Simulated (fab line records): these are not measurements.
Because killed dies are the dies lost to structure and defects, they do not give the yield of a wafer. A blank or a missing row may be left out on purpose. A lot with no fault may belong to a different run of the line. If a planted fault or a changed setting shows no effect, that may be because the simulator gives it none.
Which tool did it? || flow nandHarc || 13 lots with 39 wafers sampled at 5 steps, on a route of 1159 steps

WHAT THE GAUGES READ, wafer by wafer
NHARC_END_SORT_01.
{"lot": "L272", "measured": "day 20 15:15", "on": "prober-02", "killedAtArray": "674 676 673", "killedAtOther": "0 1 3", "killedAtPeriphery": "3 0 1", "killedDies": "677 677 677", "killedOpen": "6 4 2", "killedShort": "1 1 2"}
{"lot": "L274", "measured": "day 20 22:55", "on": "prober-01", "killedAtArray": "674 673 671", "killedAtOther": "0 0 0", "killedAtPeriphery": "3 4 6", "killedDies": "677 677 677", "killedOpen": "3 3 8", "killedShort": "0 4 4"}
{"lot": "L276", "measured": "day 21 22:33", "on": "prober-01", "killedAtArray": "674 676 671", "killedAtOther": "1 0 1", "killedAtPeriphery": "2 1 5", "killedDies": "677 677 677", "killedOpen": "5 2 4", "killedShort": "2 0 0"}

EACH LOT AND THE TOOL THAT RAN IT (in order: tool; ch and the chambers of the sampled wafers; start)
{"lot": "L268", "NHARC_A_CHANNEL_HOLE_D1_ETCH_26": "harEtch-02 ch 0,1, day 8 00:25", "NHARC_A_CHANNEL_HOLE_D1_XSEM_31": "xsem-01 ch 0, day 8 02:45", "NHARC_A_CHANNEL_FILL_D1_ALD_15": "aldSinBatch-02 ch 0, day 9 01:01 or earlier", "NHARC_A_CHANNEL_FILL_D1_CVD_18": "lpcvdPoly-03 ch 0, day 9 01:01"}
{"lot": "L269", "NHARC_A_CHANNEL_HOLE_D1_ETCH_26": "harEtch-01 ch 0,1, day 9 00:28", "NHARC_A_CHANNEL_HOLE_D1_XSEM_31": "xsem-01 ch 0, day 9 02:19", "NHARC_A_CHANNEL_FILL_D1_ALD_15": "aldSinBatch-01 ch 0, day 10 00:36 or earlier", "NHARC_A_CHANNEL_FILL_D1_CVD_18": "lpcvdPoly-01 ch 0, day 10 00:36"}
{"lot": "L270", "NHARC_A_CHANNEL_HOLE_D1_ETCH_26": "harEtch-02 ch 0,1, day 9 00:43", "NHARC_A_CHANNEL_HOLE_D1_XSEM_31": "xsem-02 ch 0, day 9 02:32", "NHARC_A_CHANNEL_FILL_D1_ALD_15": "aldSinBatch-01 ch 0, day 10 00:36 or earlier", "NHARC_A_CHANNEL_FILL_D1_CVD_18": "lpcvdPoly-01 ch 0, day 10 00:36"}
{"lot": "L273", "NHARC_A_CHANNEL_HOLE_D1_ETCH_26": "harEtch-01 ch 0, day 9 13:25", "NHARC_A_CHANNEL_HOLE_D1_XSEM_31": "xsem-01 ch 0, day 9 15:13", "NHARC_A_CHANNEL_FILL_D1_ALD_15": "aldSinBatch-02 ch 0, day 10 13:44 or earlier", "NHARC_A_CHANNEL_FILL_D1_CVD_18": "lpcvdPoly-01 ch 0, day 10 13:44"}
{"lot": "L272", "NHARC_A_CHANNEL_HOLE_D1_ETCH_26": "harEtch-01 ch 0,1, day 9 17:34", "NHARC_A_CHANNEL_HOLE_D1_XSEM_31": "xsem-01 ch 0, day 9 19:25", "NHARC_A_CHANNEL_FILL_D1_ALD_15": "aldSinBatch-03 ch 0, day 10 17:25 or earlier", "NHARC_A_CHANNEL_FILL_D1_CVD_18": "lpcvdPoly-04 ch 0, day 10 17:25"}
{"lot": "L274", "NHARC_A_CHANNEL_HOLE_D1_ETCH_26": "harEtch-01 ch 0,1, day 9 23:49", "NHARC_A_CHANNEL_HOLE_D1_XSEM_31": "xsem-02 ch 0, day 10 01:47", "NHARC_A_CHANNEL_FILL_D1_ALD_15": "aldSinBatch-03 ch 0, day 11 00:05 or earlier", "NHARC_A_CHANNEL_FILL_D1_CVD_18": "lpcvdPoly-01 ch 0, day 11 00:05 and lpcvdPoly-03 ch 0, day 11 02:20"}
{"lot": "L276", "NHARC_A_CHANNEL_HOLE_D1_ETCH_26": "harEtch-01 ch 0,1, day 10 04:49", "NHARC_A_CHANNEL_HOLE_D1_XSEM_31": "xsem-01 ch 0, day 10 06:35", "NHARC_A_CHANNEL_FILL_D1_ALD_15": "aldSinBatch-01 ch 0, day 11 10:13 or earlier", "NHARC_A_CHANNEL_FILL_D1_CVD_18": "lpcvdPoly-03 ch 0, day 11 10:13"}
{"lot": "L281", "NHARC_A_CHANNEL_HOLE_D1_ETCH_26": "harEtch-01 ch 0,1, day 11 11:55", "NHARC_A_CHANNEL_HOLE_D1_XSEM_31": "xsem-01 ch 0, day 11 13:42", "NHARC_A_CHANNEL_FILL_D1_ALD_15": "aldSinBatch-03 ch 0, day 12 00:07", "NHARC_A_CHANNEL_FILL_D1_CVD_18": "lpcvdPoly-03 ch 0, day 12 13:58"}
{"lot": "L285", "NHARC_A_CHANNEL_HOLE_D1_ETCH_26": "harEtch-02 ch 0,1, day 12 08:26", "NHARC_A_CHANNEL_HOLE_D1_XSEM_31": "xsem-02 ch 0, day 12 10:15", "NHARC_A_CHANNEL_FILL_D1_ALD_15": "aldSinBatch-02 ch 0, day 12 21:24", "NHARC_A_CHANNEL_FILL_D1_CVD_18": "lpcvdPoly-03 ch 0, day 13 09:41"}
{"lot": "L284", "NHARC_A_CHANNEL_HOLE_D1_ETCH_26": "harEtch-02 ch 0,1, day 12 14:16", "NHARC_A_CHANNEL_HOLE_D1_XSEM_31": "xsem-01 ch 0, day 12 16:03", "NHARC_A_CHANNEL_FILL_D1_ALD_15": "aldSinBatch-02 ch 0, day 13 03:09", "NHARC_A_CHANNEL_FILL_D1_CVD_18": "lpcvdPoly-01 ch 0, day 13 14:55"}
{"lot": "L289", "NHARC_A_CHANNEL_HOLE_D1_ETCH_26": "harEtch-02 ch 0,1, day 13 13:31", "NHARC_A_CHANNEL_HOLE_D1_XSEM_31": "xsem-01 ch 0, day 13 15:20", "NHARC_A_CHANNEL_FILL_D1_ALD_15": "aldSinBatch-02 ch 0, day 14 12:34 or earlier", "NHARC_A_CHANNEL_FILL_D1_CVD_18": "lpcvdPoly-01 ch 0, day 14 12:34"}
{"lot": "L288", "NHARC_A_CHANNEL_HOLE_D1_ETCH_26": "harEtch-01 ch 0,1, day 13 16:27", "NHARC_A_CHANNEL_HOLE_D1_XSEM_31": "xsem-01 ch 0, day 13 18:17", "NHARC_A_CHANNEL_FILL_D1_ALD_15": "aldSinBatch-01 ch 0, day 14 16:50 or earlier", "NHARC_A_CHANNEL_FILL_D1_CVD_18": "lpcvdPoly-01 ch 0, day 14 16:50"}
{"lot": "L290", "NHARC_A_CHANNEL_HOLE_D1_ETCH_26": "harEtch-02 ch 0,1, day 14 00:22", "NHARC_A_CHANNEL_HOLE_D1_XSEM_31": "xsem-01 ch 0, day 14 02:12", "NHARC_A_CHANNEL_FILL_D1_ALD_15": "aldSinBatch-02 ch 0, day 14 12:53", "NHARC_A_CHANNEL_FILL_D1_CVD_18": "lpcvdPoly-01 ch 0, day 15 01:42"}
- NHARC_A_CHANNEL_HOLE_D1_ETCH_26: etches the open film in C4F8/O2/Ar, time 224.1 s, target depth 300 nm.
- NHARC_A_CHANNEL_HOLE_D1_XSEM_31
- NHARC_A_CHANNEL_FILL_D1_ALD_15: deposits SiNx, target thk 2 nm, pulse time 60 s, ald cycles 19.
- NHARC_A_CHANNEL_FILL_D1_CVD_18: deposits poly-Si, target thk 3 nm.

AS READ BY THE TOOLS THEMSELVES (means over the sampled wafers that have a number; for cases with no such wafer, the mark the record gives instead)
NHARC_A_CHANNEL_HOLE_D1_ETCH_26.
{"lot": "L268", "tool": "harEtch-02", "drypumpMotorCurrentA (A)": 5.71, "showerheadPlenumPTorr (Torr)": 3.78, "throttleValvePct (%)": 24.575}
{"lot": "L269", "tool": "harEtch-01", "drypumpMotorCurrentA (A)": 6.04, "showerheadPlenumPTorr (Torr)": 3.87, "throttleValvePct (%)": 24.589}
{"lot": "L270", "tool": "harEtch-02", "drypumpMotorCurrentA (A)": 5.69, "showerheadPlenumPTorr (Torr)": 3.77, "throttleValvePct (%)": 24.584}
{"lot": "L273", "tool": "harEtch-01", "drypumpMotorCurrentA (A)": 5.78, "showerheadPlenumPTorr (Torr)": 3.87, "throttleValvePct (%)": 24.589}
{"lot": "L272", "tool": "harEtch-01", "drypumpMotorCurrentA (A)": 6.04, "showerheadPlenumPTorr (Torr)": 3.87, "throttleValvePct (%)": 24.577}
{"lot": "L274", "tool": "harEtch-01", "drypumpMotorCurrentA (A)": 5.92, "showerheadPlenumPTorr (Torr)": 3.87, "throttleValvePct (%)": 24.579}
{"lot": "L276", "tool": "harEtch-01", "drypumpMotorCurrentA (A)": 5.90, "showerheadPlenumPTorr (Torr)": 3.86, "throttleValvePct (%)": 24.590}
{"lot": "L281", "tool": "harEtch-01", "drypumpMotorCurrentA (A)": 6.02, "showerheadPlenumPTorr (Torr)": 3.86, "throttleValvePct (%)": 24.578}
{"lot": "L285", "tool": "harEtch-02", "drypumpMotorCurrentA (A)": 5.71, "showerheadPlenumPTorr (Torr)": 3.83, "throttleValvePct (%)": 24.572}
{"lot": "L284", "tool": "harEtch-02", "drypumpMotorCurrentA (A)": 5.70, "showerheadPlenumPTorr (Torr)": 3.75, "throttleValvePct (%)": 24.595}
{"lot": "L289", "tool": "harEtch-02", "drypumpMotorCurrentA (A)": 5.68, "showerheadPlenumPTorr (Torr)": 3.82, "throttleValvePct (%)": 24.577}
{"lot": "L288", "tool": "harEtch-01", "drypumpMotorCurrentA (A)": 5.88, "showerheadPlenumPTorr (Torr)": 3.84, "throttleValvePct (%)": 24.583}
{"lot": "L290", "tool": "harEtch-02", "drypumpMotorCurrentA (A)": 5.66, "showerheadPlenumPTorr (Torr)": 3.81, "throttleValvePct (%)": 24.588}

NHARC_A_CHANNEL_HOLE_D1_XSEM_31.
{"lot": "L268", "tool": "xsem-01", "botCdNm (nm)": 75.3, "bowNm (nm)": 8.48, "tiltDeg (degrees)": 0.14}
{"lot": "L269", "tool": "xsem-01", "botCdNm (nm)": 75.2, "bowNm (nm)": 8.50, "tiltDeg (degrees)": 0.14}
{"lot": "L270", "tool": "xsem-02", "botCdNm (nm)": 73.4, "bowNm (nm)": 8.48, "tiltDeg (degrees)": 0.04}
{"lot": "L273", "tool": "xsem-01", "botCdNm (nm)": 74.8, "bowNm (nm)": 8.46, "tiltDeg (degrees)": 0.14}
{"lot": "L272", "tool": "xsem-01", "botCdNm (nm)": 72.9, "bowNm (nm)": 8.52, "tiltDeg (degrees)": 0.04}
{"lot": "L274", "tool": "xsem-02", "botCdNm (nm)": 74.8, "bowNm (nm)": 8.38, "tiltDeg (degrees)": 0.15}
{"lot": "L276", "tool": "xsem-01", "botCdNm (nm)": 73.6, "bowNm (nm)": 8.73, "tiltDeg (degrees)": 0.04}
{"lot": "L281", "tool": "xsem-01", "botCdNm (nm)": 74.3, "bowNm (nm)": 9.17, "tiltDeg (degrees)": 0.04}
{"lot": "L285", "tool": "xsem-02", "botCdNm (nm)": 74.3, "bowNm (nm)": 8.98, "tiltDeg (degrees)": 0.04}
{"lot": "L284", "tool": "xsem-01", "botCdNm (nm)": 74.7, "bowNm (nm)": 8.94, "tiltDeg (degrees)": 0.10}
{"lot": "L289", "tool": "xsem-01", "botCdNm (nm)": 75.4, "bowNm (nm)": 8.11, "tiltDeg (degrees)": 0.04}
{"lot": "L288", "tool": "xsem-01", "botCdNm (nm)": 75.9, "bowNm (nm)": 8.65, "tiltDeg (degrees)": 0.03}
{"lot": "L290", "tool": "xsem-01", "botCdNm (nm)": 75.8, "bowNm (nm)": 8.92, "tiltDeg (degrees)": 0.04}

NHARC_A_CHANNEL_FILL_D1_ALD_15.
{"lot": "L268", "tool": "aldSinBatch-02", "precursorPulseHeightRel": 0.972}
{"lot": "L269", "tool": "aldSinBatch-01", "precursorPulseHeightRel": 1.005}
{"lot": "L270", "tool": "aldSinBatch-01", "precursorPulseHeightRel": 0.985}
{"lot": "L273", "tool": "aldSinBatch-02", "precursorPulseHeightRel": 0.992}
{"lot": "L272", "tool": "aldSinBatch-03", "precursorPulseHeightRel": 1.000}
{"lot": "L274", "tool": "aldSinBatch-03", "precursorPulseHeightRel": 0.999}
{"lot": "L276", "tool": "aldSinBatch-01", "precursorPulseHeightRel": 0.998}
{"lot": "L281", "tool": "aldSinBatch-03", "precursorPulseHeightRel": 1.010}
{"lot": "L285", "tool": "aldSinBatch-02", "precursorPulseHeightRel": 0.993}
{"lot": "L284", "tool": "aldSinBatch-02", "precursorPulseHeightRel": 1.005}
{"lot": "L289", "tool": "aldSinBatch-02", "precursorPulseHeightRel": 0.994}
{"lot": "L288", "tool": "aldSinBatch-01", "precursorPulseHeightRel": 1.003}
{"lot": "L290", "tool": "aldSinBatch-02", "precursorPulseHeightRel": 0.987}

NHARC_A_CHANNEL_FILL_D1_CVD_18.
{"lot": "L268", "tool": "lpcvdPoly-03", "spikeTcTopC (C)": 573.4, "zonePowerTopPct (%)": 19.2}
{"lot": "L269", "tool": "lpcvdPoly-01", "spikeTcTopC (C)": 571.4, "zonePowerTopPct (%)": 15.5}
{"lot": "L270", "tool": "lpcvdPoly-01", "spikeTcTopC (C)": 571.8, "zonePowerTopPct (%)": 15.4}
{"lot": "L273", "tool": "lpcvdPoly-01", "spikeTcTopC (C)": 572.4, "zonePowerTopPct (%)": 15.5}
{"lot": "L272", "tool": "lpcvdPoly-04", "spikeTcTopC (C)": 569.0, "zonePowerTopPct (%)": 17.8}
{"lot": "L274", "tool": "lpcvdPoly-01/lpcvdPoly-03", "spikeTcTopC (C)": 572.7, "zonePowerTopPct (%)": 17.5}
{"lot": "L276", "tool": "lpcvdPoly-03", "spikeTcTopC (C)": 574.1, "zonePowerTopPct (%)": 19.4}
{"lot": "L281", "tool": "lpcvdPoly-03", "spikeTcTopC (C)": 573.6, "zonePowerTopPct (%)": 19.3}
{"lot": "L285", "tool": "lpcvdPoly-03", "spikeTcTopC (C)": 573.3, "zonePowerTopPct (%)": 19.4}
{"lot": "L284", "tool": "lpcvdPoly-01", "spikeTcTopC (C)": 572.9, "zonePowerTopPct (%)": 15.4}
{"lot": "L289", "tool": "lpcvdPoly-01", "spikeTcTopC (C)": 572.0, "zonePowerTopPct (%)": 15.4}
{"lot": "L288", "tool": "lpcvdPoly-01", "spikeTcTopC (C)": 571.7, "zonePowerTopPct (%)": 15.4}
{"lot": "L290", "tool": "lpcvdPoly-01", "spikeTcTopC (C)": 571.6, "zonePowerTopPct (%)": 15.6}

THE ANSWER, worked out from the rows above alone
Rule: the lots themselves supply what counts as usual. Put in order of their means at a reading, lots are off if they are a third of the lots or fewer, leave a main group of 4 or more, and stand apart from it by a gap of 3 or more times the standard deviation of the main group's means; of several such gaps the widest counts. A main group whose means are all the same, to the digits that the tables above print for the reading, isn't used. A lot without any number at a reading at which 4 lots or more have one is off too. Any other lot the step has rows for is counted as sound. After the gauges, taken in route order, come the tools' own readings; for these a lot's mean is taken, as printed above. At the first step where some lot is off, the reading lying furthest off is the one used; lots without a number count as furthest.
No lot is off at any reading shown: from this, nothing can be told.

WHAT HAD BEEN PUT IN BY THE SIMULATOR
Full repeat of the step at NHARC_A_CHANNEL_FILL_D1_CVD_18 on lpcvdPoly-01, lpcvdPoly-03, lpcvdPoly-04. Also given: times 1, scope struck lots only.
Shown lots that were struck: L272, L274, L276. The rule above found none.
